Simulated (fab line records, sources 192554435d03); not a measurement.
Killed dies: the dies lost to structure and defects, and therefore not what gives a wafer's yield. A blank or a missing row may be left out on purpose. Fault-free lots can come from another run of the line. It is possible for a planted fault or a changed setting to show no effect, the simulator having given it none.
Chamber matching || flow n5 finfet || rie diel-02 running N5_BEOL_M6_STRIP_36: 4 sister chambers
The step strips in N2/H2. 4 wafers are shown with their chamber, then 8 later ones without.

WAFERS WITH THEIR CHAMBER
{"wafer": "L078.4", "chamber": 2, "drypump motor current A (A)": 6.5}
{"wafer": "L082.5", "chamber": 0, "drypump motor current A (A)": 5.3}
{"wafer": "L088.3", "chamber": 1, "drypump motor current A (A)": 5.6}
{"wafer": "L092.2", "chamber": 3, "drypump motor current A (A)": 6.8}

WAFERS MISSING THEIR CHAMBER
{"wafer": "L092.5", "drypump motor current A (A)": 6.8}
{"wafer": "L092.6", "drypump motor current A (A)": 5.3}
{"wafer": "L094.1", "drypump motor current A (A)": 6.8}
{"wafer": "L094.4", "drypump motor current A (A)": 6.8}
{"wafer": "L094.6", "drypump motor current A (A)": 5.7}
{"wafer": "L096.3", "drypump motor current A (A)": 5.3}
{"wafer": "L096.4", "drypump motor current A (A)": 5.6}
{"wafer": "L096.5", "drypump motor current A (A)": 6.8}

WHICH CHAMBER EACH ONE RAN IN
{"wafer": "L092.5", "from the rows above": 3, "in truth": 3}
{"wafer": "L092.6", "from the rows above": 0, "in truth": 0}
{"wafer": "L094.1", "from the rows above": 3, "in truth": 3}
{"wafer": "L094.4", "from the rows above": 3, "in truth": 3}
{"wafer": "L094.6", "from the rows above": 1, "in truth": 1}
{"wafer": "L096.3", "from the rows above": 0, "in truth": 0}
{"wafer": "L096.4", "from the rows above": 1, "in truth": 1}
{"wafer": "L096.5", "from the rows above": 3, "in truth": 3}
8 of 8 placed correctly. Not placeable from these rows: 0. Number placed wrongly: 0.
How it was worked out, from the rows above alone: a wafer's distance from a chamber is the root of the sum, over the readings, of the square of ((its reading less the chamber's mean) divided by the reading's scatter). If the next closest chamber is less than 2 further off than the closest, the wafer can't be placed; otherwise it belongs to the closest. The mean given for a chamber averages the wafers shown for that chamber. The scatter: with one shown wafer a chamber, the root of the mean of the squares of how far each hidden wafer lies from its nearest shown one.
